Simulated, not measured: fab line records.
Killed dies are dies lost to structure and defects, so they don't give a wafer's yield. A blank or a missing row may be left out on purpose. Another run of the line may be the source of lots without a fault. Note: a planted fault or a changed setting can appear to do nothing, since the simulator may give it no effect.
fab line records	flow n5-finfet
record lots=7	wafers=21	last-day=18
route steps=1938 shown BEOL_M14@1718 PASSIVATION@1936
lots untouched by any fault: they come from a run of this same line in which no faults occurred
start-h: hours from the record's opening day to when the first of the lot's shown wafers began	wait-h: time in hours since the lot's previous step	" the same as in the row above	L1.1+2: one row covering several wafers at once	- no value present, or no start provided	* or withheld: withheld	< > ~ a bound
route shown NAME@n: a module of which the file shows steps, and the number in the route of the first	usual: mean and standard deviation over wafers with no fault	same: alike in all rows	chamber/n: place in a boat	sites: per-site readings	_std_site: how widely they spread, as a standard deviation	_edge_site: outer sites' mean less inner sites'	radius-mm: how far each site lies from the wafer's centre	mask NAME#n: copy n	behind: the tool/chamber that last shaped the wafer	hold: what put the lot on hold/how long, in hours/how the hold closed	device: whichever transistor did not switch (one of n, p or np)	end of line: the route-end tests of the same wafers	a step without rows: its recipe alone	killed: at the first sort, the dies lost to defects and structure; wafer yield is something else	map: per-die view of a wafer (x killed, . not killed, _ where there is no die)
set.NAME: the run value of the setting; set.NAME@STEP: its run value at that earlier step	model.NAME: the simulator's own value behind a step, which no gauge read
lots seen at some steps along the route; tables by step, rows by wafer
services: when a tool's chamber went out of use (start-h, in hours from the record's first day, below 0 if earlier), for how many hours, and the reason
## steps
# step N5_BEOL_M14_COAT_58
# recipe resist=BARC	temp-c=205	time-s=60	spin-rpm=1500	resist-thk-nm=89
# step N5_BEOL_M14_COAT_04
# recipe spin-rpm=1704	resist-thk-nm=800
# step N5_BEOL_M14_EBR_06
# recipe solvent=PGMEA	ebr-width-mm=1.5
# step N5_BEOL_M14_SOFTBAKE_05
# recipe temp-c=130	time-s=60
# step N5_BEOL_M14_EXPOSE_07
# recipe mask-id=V13	na=0.8	source-shape=annular	sigma-inner=0.5	sigma-outer=0.8	polarization=unpolarized	attpsm-phase-deg=180	dose-mj=57
# step N5_BEOL_M14_PEB_08
# recipe peb-temp-c=130	peb-time-s=90
# step N5_BEOL_M14_DEVELOP_09
# recipe develop-time-s=45	rinse-liquid=diw	dry=air-spin	dev-temp-c=21
# step N5_BEOL_M14_HARDBAKE_14
# recipe temp-c=130	time-s=120
# step N5_BEOL_M14_CD_MEAS_10
# recipe target-cd-nm=250	landing-energy-ev=500	detector=se-inlens	polarity=opening
# usual cd-nm=249.9/1.4
lot.wafer	tool	chamber	start-h	wait-h	cd-nm
L396.1	cd-sem-01	0	282.82	-	250.6
L396.3	"	0	"	"	249.0
L396.5	"	0	"	"	250.8
L400.3	cd-sem-03	0	309.92	-	248.2
L400.5	"	0	"	"	250.8
L400.6	"	0	"	"	248.0
L413.2	cd-sem-01	0	384.48	-	250.0
L413.3	"	0	"	"	251.7
L413.4	"	0	"	"	251.2
L414.1	cd-sem-03	0	384.87	-	249.1
L414.3	"	0	"	"	249.9
L414.5	"	0	"	"	250.4
L412.1	cd-sem-01	0	385.03	-	247.6
L412.3	"	0	"	"	249.8
L412.4	"	0	"	"	249.6
L415.1	cd-sem-03	0	389.39	-	248.7
L415.3	"	0	"	"	250.6
L415.4	"	0	"	"	249.5
L416.1	cd-sem-02	0	400.06	-	249.6
L416.3	"	0	"	"	250.9
L416.4	"	0	"	"	251.3
# step N5_BEOL_M14_OVL_MEAS_11
# recipe points-per-wafer=44
# usual V13_OVL=1/5.2
lot.wafer	tool	chamber	start-h	wait-h	V13_OVL[nm]
L396.1	overlay-01	0	282.85	0.0	14
L396.3	"	0	"	"	10
L396.5	"	0	"	"	5
L400.3	overlay-02	0	309.95	0.0	10
L400.5	"	0	"	"	-3
L400.6	"	0	"	"	8
L413.2	overlay-02	0	384.51	0.0	6
L413.3	"	0	"	"	13
L413.4	"	0	"	"	12
L414.1	overlay-02	0	384.90	0.0	1
L414.3	"	0	"	"	-2
L414.5	"	0	"	"	-2
L412.1	overlay-02	0	385.06	0.0	-1
L412.3	"	0	"	"	-7
L412.4	"	0	"	"	-8
L415.1	overlay-02	0	389.42	0.0	11
L415.3	"	0	"	"	-1
L415.4	"	0	"	"	7
L416.1	overlay-01	0	400.09	0.0	-9
L416.3	"	0	"	"	1
L416.4	"	0	"	"	-4
# step N5_BEOL_M14_INSPECT_12
# recipe mode=adi	inspect-instrument=macro
# usual raw-defect-count=2.0/1.3
lot.wafer	tool	chamber	start-h	wait-h	raw-defect-count
L396.1	defect-inspect-02	-	282.87	0.0	2
L396.3	"	-	"	"	1
L396.5	"	-	"	"	1
L400.3	defect-inspect-02	-	309.98	0.0	2
L400.5	"	-	"	"	1
L400.6	"	-	"	"	0
L413.2	defect-inspect-01	-	384.59	0.1	1
L413.3	"	-	"	"	0
L413.4	"	-	"	"	4
L414.1	defect-inspect-01	-	384.93	0.0	2
L414.3	"	-	"	"	2
L414.5	"	-	"	"	2
L412.1	defect-inspect-01	-	385.09	0.0	4
L412.3	"	-	"	"	1
L412.4	"	-	"	"	2
L415.1	defect-inspect-01	-	389.44	0.0	3
L415.3	"	-	"	"	1
L415.4	"	-	"	"	0
L416.1	defect-inspect-01	-	400.11	0.0	2
L416.3	"	-	"	"	0
L416.4	"	-	"	"	2
# step N5_BEOL_M14_DESCUM_15
# recipe chemistry=O2	time-s=7.9	source-power-w=50	bias-power-w=20	pressure-mtorr=20	rf-frequency-hz=2.712e+07	temp-c=40	o2-flow-sccm=225
# usual drypump-motor-current-A=5.9/0.48	oes-product-au=0.79/0.081	rf-vpp-V=243.8/1.2	showerhead-plenum-p-Torr=2.14/0.057	throttle-valve-pct=20.43/0.19
lot.wafer	tool	chamber	start-h	wait-h	drypump-motor-current-A	oes-product-au	rf-hours-counter-h	rf-vpp-V	showerhead-plenum-p-Torr	throttle-valve-pct
L396.1	rie-diel-03	1	282.91	0.0	6.7	0.71	213	243.6	2.15	20.16
L396.3	"	2	"	"	5.8	0.83	69	245.7	2.21	20.64
L396.5	"	2	"	"	5.8	0.83	-	243.6	2.21	20.61
L400.3	rie-diel-05	3	310.01	0.0	6.4	0.69	236	244.8	2.15	20.66
L400.5	"	3	"	"	6.4	0.69	-	244.9	2.15	20.67
L400.6	"	0	"	"	5.7	0.70	-	244.7	2.17	20.60
L413.2	rie-diel-03	3	384.88	0.3	6.1	0.70	235	243.2	2.06	20.60
L413.3	"	0	"	"	6.4	0.80	82	242.2	2.12	20.28
L413.4	"	1	"	"	6.7	0.68	250	243.9	2.14	20.21
L414.1	rie-diel-05	2	385.06	0.1	5.9	0.86	41	243.8	2.14	20.09
L414.3	"	3	"	"	6.4	1.00	1	243.9	2.14	20.32
L414.5	"	3	"	"	6.3	1.00	-	243.5	2.14	20.33
L412.1	rie-diel-02	2	385.13	0.0	6.0	0.83	64	246.1	2.21	20.45
L412.3	"	3	"	"	5.8	0.76	167	244.7	2.17	20.66
L412.4	"	2	"	"	6.1	0.83	-	245.4	2.21	20.44
L415.1	rie-diel-05	2	389.47	0.0	5.9	0.85	43	244.2	2.14	20.09
L415.3	"	0	"	"	5.7	0.69	197	243.8	2.16	20.62
L415.4	"	2	"	"	5.9	0.85	-	242.9	2.14	20.09
L416.1	rie-diel-05	0	400.19	0.1	5.7	0.69	201	244.3	2.16	20.61
L416.3	"	3	"	"	6.4	0.96	7	242.1	2.14	20.36
L416.4	"	1	"	"	4.9	0.80	115	243.0	2.03	20.40
# step N5_BEOL_M14_ETCH_59
# recipe chemistry=N2/H2	target=BARC	target-depth-a=890	overetch-a=267	time-s=67.9	ion-energy-ev=200	pressure-mtorr=30	source-w=840	bias-w=150	n2-flow-sccm=200	h2-flow-sccm=200
# usual drypump-motor-current-A=5.9/0.48	oes-product-au=0.67/0.064	rf-vpp-V=525.4/2.2	run-length-s=91.4/0.38	showerhead-plenum-p-Torr=2.60/0.073	throttle-valve-pct=17.89/0.26
lot.wafer	tool	chamber	start-h	wait-h	drypump-motor-current-A	oes-product-au	rf-hours-counter-h	rf-vpp-V	run-length-s	showerhead-plenum-p-Torr	throttle-valve-pct	model.coat_of_BEOL_M14_COAT_04.thk-nm
L396.1	rie-diel-03	1	282.94	0.0	6.7	0.62	213	526.5	90.9	2.62	17.60	719.6
L396.3	"	2	"	"	5.8	0.71	69	526.7	91.4	2.69	18.15	718.2
L396.5	"	2	"	"	5.8	0.71	-	528.8	91.8	2.69	18.15	717
L400.3	rie-diel-05	3	310.05	0.0	6.4	0.59	236	527.3	91.3	2.60	18.04	718
L400.5	"	3	"	"	6.4	0.59	-	525.9	91.1	2.60	18.05	713.8
L400.6	"	0	"	"	5.7	0.61	-	524.6	91.8	2.65	18.20	717.2
L413.2	rie-diel-03	3	384.91	0.0	6.1	0.60	235	521.9	91.3	2.50	18.03	719.2
L413.3	"	0	"	"	6.4	0.69	83	524.5	90.9	2.57	17.69	719.4
L413.4	"	1	"	"	6.7	0.59	250	525.7	91.6	2.61	17.67	723.4
L414.1	rie-diel-05	2	385.09	0.0	5.9	0.72	41	524.9	91.7	2.59	17.43	715
L414.3	"	3	"	"	6.4	0.79	1	525.4	100.2	2.60	17.63	707.2
L414.5	"	3	"	"	6.4	0.79	-	524.6	100.3	2.60	17.65	705
L412.1	rie-diel-02	2	385.16	0.0	6.0	0.71	64	528.0	91.2	2.69	17.86	715.4
L412.3	"	3	"	"	5.8	0.65	167	527.1	91.9	2.64	18.18	712.8
L412.4	"	2	"	"	6.1	0.70	-	528.5	90.9	2.69	17.86	717
L415.1	rie-diel-05	2	389.51	0.0	5.9	0.72	43	525.5	91.4	2.59	17.40	717
L415.3	"	0	"	"	5.7	0.55	197	525.9	101.0	2.64	18.23	709.6
L415.4	"	2	"	"	5.9	0.73	-	524.1	91.1	2.59	17.42	714.6
L416.1	rie-diel-05	0	400.22	0.0	5.7	0.59	201	527.9	91.3	2.64	18.24	715.8
L416.3	"	3	"	"	6.4	0.75	7	526.6	100.3	2.59	17.65	705.6
L416.4	"	1	"	"	4.9	0.68	115	521.0	91.8	2.44	17.62	715.6
# step N5_BEOL_M14_VIA_ETCH_16
# recipe chemistry=C4F8/O2/Ar	target=SiO2	he-inner-torr=15	he-outer-torr=30	target-depth-a=12313	time-s=withheld	ion-energy-ev=800	pressure-mtorr=20	source-w=1905	bias-w=2040	Ar_flow_sccm=400	C4F8_flow_sccm=16	O2_flow_sccm=12	ends=cleared
# usual drypump-motor-current-A=5.9/0.49	mfc-ar-sccm=399.9/1.2	oes_o_777_au=0.79/0.076	oes-product-au=0.71/0.072	rf-vpp-V=2236/21	showerhead-plenum-p-Torr=3.51/0.096	throttle-valve-pct=30.89/0.25
lot.wafer	tool	chamber	start-h	wait-h	drypump-motor-current-A	mfc-ar-sccm	oes_o_777_au	oes-product-au	rf-vpp-V	showerhead-plenum-p-Torr	throttle-valve-pct	model.coat_of_BEOL_M14_COAT_04.thk-nm
L396.1	rie-diel-03	1	283.00	0.0	6.7	400.0	0.72	0.64	2240	3.53	30.47	461.8
L396.3	"	2	"	"	5.8	399.6	0.83	0.75	2227	3.61	31.15	459.4
L396.5	"	2	"	"	5.8	399.8	0.82	0.74	2228	3.61	31.17	456.2
L400.3	rie-diel-05	3	310.10	0.0	6.4	399.0	0.69	0.62	2235	3.53	31.04	448.8
L400.5	"	3	"	"	6.4	401.5	0.69	0.63	2238	3.53	31.04	441.2
L400.6	"	0	"	"	5.7	400.5	0.72	0.64	2241	3.56	31.06	447.8
L413.2	rie-diel-03	3	384.96	0.0	6.1	398.7	0.71	0.64	2194	3.39	31.00	459.6
L413.3	"	0	"	"	6.4	399.0	0.80	0.73	2252	3.47	30.67	454.4
L413.4	"	1	"	"	6.7	400.5	0.69	0.62	2240	3.51	30.50	462.8
L414.1	rie-diel-05	2	385.14	0.0	5.9	399.8	0.85	0.77	2233	3.49	30.41	452.2
L414.3	"	3	"	"	6.4	400.3	0.99	0.90	2235	3.52	30.89	448.6
L414.5	"	3	"	"	6.4	399.9	1.00	0.91	2235	3.52	30.87	438.8
L412.1	rie-diel-02	2	385.21	0.0	6.1	398.6	0.82	0.75	2248	3.63	30.98	450.4
L412.3	"	3	"	"	5.8	400.0	0.74	0.69	2256	3.57	31.22	447
L412.4	"	2	"	"	6.1	399.7	0.81	0.75	2247	3.63	30.97	449.2
L415.1	rie-diel-05	2	389.56	0.0	5.9	399.6	0.85	0.78	2234	3.49	30.43	454
L415.3	"	0	"	"	5.7	400.2	0.70	0.63	2239	3.55	31.07	448.6
L415.4	"	2	"	"	5.9	402.0	0.85	0.76	2234	3.49	30.44	446.2
L416.1	rie-diel-05	0	400.27	0.0	5.7	400.9	0.70	0.62	2239	3.54	31.09	456.2
L416.3	"	3	"	"	6.4	400.6	0.96	0.87	2234	3.51	30.89	444.4
L416.4	"	1	"	"	4.9	399.9	0.80	0.72	2205	3.33	30.77	452.6
# step N5_BEOL_M14_STRIP_63
# recipe chemistry=O2	power-w=600	temp-c=60	pressure-mtorr=30	rf-frequency-hz=6e+07	bias-power-w=0	overash-fraction=0.3	o2-flow-sccm=225
# usual drypump-motor-current-A=5.9/0.48	oes-product-au=0.79/0.08	rf-vpp-V=3.7/0.87	showerhead-plenum-p-Torr=2.14/0.058	throttle-valve-pct=16.66/0.2
lot.wafer	tool	chamber	start-h	wait-h	drypump-motor-current-A	oes-product-au	rf-hours-counter-h	rf-vpp-V	showerhead-plenum-p-Torr	throttle-valve-pct
L396.1	rie-diel-03	1	-	-	6.7	0.70	213	4.2	2.16	16.49
L396.3	"	2	"	"	5.8	0.84	69	4.0	2.21	16.81
L396.5	"	2	"	"	5.8	0.83	-	3.8	2.21	16.82
L400.3	rie-diel-05	3	-	-	6.4	0.70	237	2.1	2.15	16.97
L400.5	"	3	"	"	6.4	0.69	-	4.6	2.15	16.94
L400.6	"	0	"	"	5.7	0.71	-	2.9	2.17	16.84
L413.2	rie-diel-03	3	-	-	6.2	0.69	235	3.1	2.07	16.86
L413.3	"	0	"	"	6.4	0.80	83	2.4	2.12	16.52
L413.4	"	1	"	"	6.7	0.67	250	2.1	2.15	16.54
L414.1	rie-diel-05	2	-	-	5.9	0.86	41	3.8	2.15	16.28
L414.3	"	3	"	"	6.4	0.98	1	3.4	2.15	16.52
L414.5	"	3	"	"	6.4	0.98	-	3.6	2.15	16.54
L412.1	rie-diel-02	2	-	-	6.0	0.82	64	4.5	2.21	16.67
L412.3	"	3	"	"	5.8	0.76	167	1.8	2.17	16.90
L412.4	"	2	"	"	6.1	0.82	-	4.3	2.21	16.63
L415.1	rie-diel-05	2	-	-	5.9	0.86	43	3.3	2.14	16.28
L415.3	"	0	"	"	5.6	0.69	197	3.0	2.16	16.90
L415.4	"	2	"	"	5.9	0.84	-	3.6	2.14	16.26
L416.1	rie-diel-05	0	-	-	5.7	0.69	201	4.4	2.16	16.92
L416.3	"	3	"	"	6.4	0.96	7	2.8	2.14	16.56
L416.4	"	1	"	"	4.9	0.81	115	4.8	2.03	16.65
# step N5_PASSIVATION_PROBE_49
# usual defect-limited-yield=91.5/1.3	killed_at_M0_to_M3=33/10	killed_at_M4_up=13/4	killed-at-contacts=12/6.3	killed-at-front-end=39/11	killed-at-other=3.4/2.6	killed-dies=100/15	killed-open=65/11	killed-short=34/7.8	sort_bin_5_function=5.0/0.89	sort_bin_6_memory=3.2/0.58	sort-n-pass=1080/15	sort-yield-pct=91.5/1.3
# same gross-dies=1180	killed-at-back-side=0	sort_bin_4_leakage[%]=0	sort_bin_8_speed[%]=0
lot.wafer	tool	chamber	start-h	wait-h	defect-limited-yield[%]	killed_at_M0_to_M3	killed_at_M4_up	killed-at-contacts	killed-at-front-end	killed-at-other	killed-dies	killed-open	killed-short	sort_bin_5_function[%]	sort_bin_6_memory[%]	sort-n-pass	sort-yield-pct[%]
L400.3	prober-02	-	338.28	0.1	90.8	19	15	21	54	0	109	85	20	5.7	3.1	1071	90.8
L400.5	prober-02	-	338.38	0.2	91.8	24	11	13	44	5	97	59	36	4.2	3.6	1083	91.8
L400.6	prober-02	-	338.43	0.3	92.6	21	21	5	37	3	87	61	23	4.0	2.7	1093	92.6
# killed by level:class
L400.3 STI_FIN_REVEAL:geometric-particle:open=30 MOL_CONTACT_COAG:geometric-particle:open=18 BEOL_M2:geometric-particle:open=8 FIN_SAQP:geometric-particle:short=5 BEOL_M3:geometric-particle:open=5 GATE_CUT:geometric-particle:short=4 BEOL_M0_SAQP:geometric-particle:open=4 BEOL_M4:geometric-particle:open=4
L400.5 FIN_SAQP:geometric-particle:short=13 STI_FIN_REVEAL:geometric-particle:open=13 MOL_CONTACT_COAG:geometric-particle:open=10 BEOL_M4:geometric-particle:open=7 BEOL_M2:geometric-particle:open=6 FIN_SAQP:geometric-particle:open=5 BEOL_M0_SAQP:geometric-particle:short=5 BEOL_M0_SAQP:geometric-particle:open=4
L400.6 FIN_SAQP:geometric-particle:open=11 BEOL_M4:geometric-particle:open=9 STI_FIN_REVEAL:geometric-particle:open=7 FIN_SAQP:geometric-particle:short=6 BEOL_M0_SAQP:geometric-particle:open=5 BEOL_M2:geometric-particle:open=5 STI_FIN_REVEAL:geometric-particle:short=4 BEOL_M3:geometric-particle:open=4
## services
tool	chamber	start-h	hours	kind
rie-diel-05	1	276.26	3.2	repair
rie-diel-05	-	322.76	14.6	pm
rie-diel-05	0	341.64	21.4	repair
rie-diel-05	3	363.02	-	clean
rie-diel-05	3	363.02	-	consumable-replace:focus-ring
rie-diel-05	3	363.02	17.6	scheduled-down
rie-diel-05	3	363.02	17.6	vent-cycle
rie-diel-05	1	364.89	25.3	repair
rie-diel-03	3	373.30	4.5	repair
rie-diel-02	0	377.03	1.3	repair
rie-diel-02	0	378.56	-	clean
rie-diel-02	0	378.56	-	consumable-replace:focus-ring
rie-diel-02	0	378.56	19.5	scheduled-down
rie-diel-02	0	378.56	19.5	vent-cycle
rie-diel-03	1	385.22	-	clean
rie-diel-03	1	385.22	-	consumable-replace:focus-ring
rie-diel-03	1	385.22	24.3	scheduled-down
rie-diel-03	1	385.22	24.3	vent-cycle
## key
first-sign step=N5_BEOL_M14_ETCH_59	reading=run-length-s	direction=up	sigmas=24	usual=*	struck=*
effect none on later readings
model-effect step=N5_BEOL_M14_ETCH_59	value=coat_of_BEOL_M14_COAT_04.thk-nm	without=715.9	struck=706.9
model-effect step=N5_BEOL_M14_VIA_ETCH_16	value=coat_of_BEOL_M14_COAT_04.thk-nm	without=454.1	struck=445.1
met-at N5_BEOL_M14_ETCH_59
struck-wafers L414.3,L414.5,L415.3,L416.3
onset-between 310.05 385.09
fault kind=process-parameter-drift	tool=rie-diel-05	chamber=-	onset-h=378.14	steps=N5_BEOL_M14_ETCH_59	channel=time-s	offset=*	shape=step	end-h=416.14	scope=struck-wafers-only	acts-in=*	stated=*
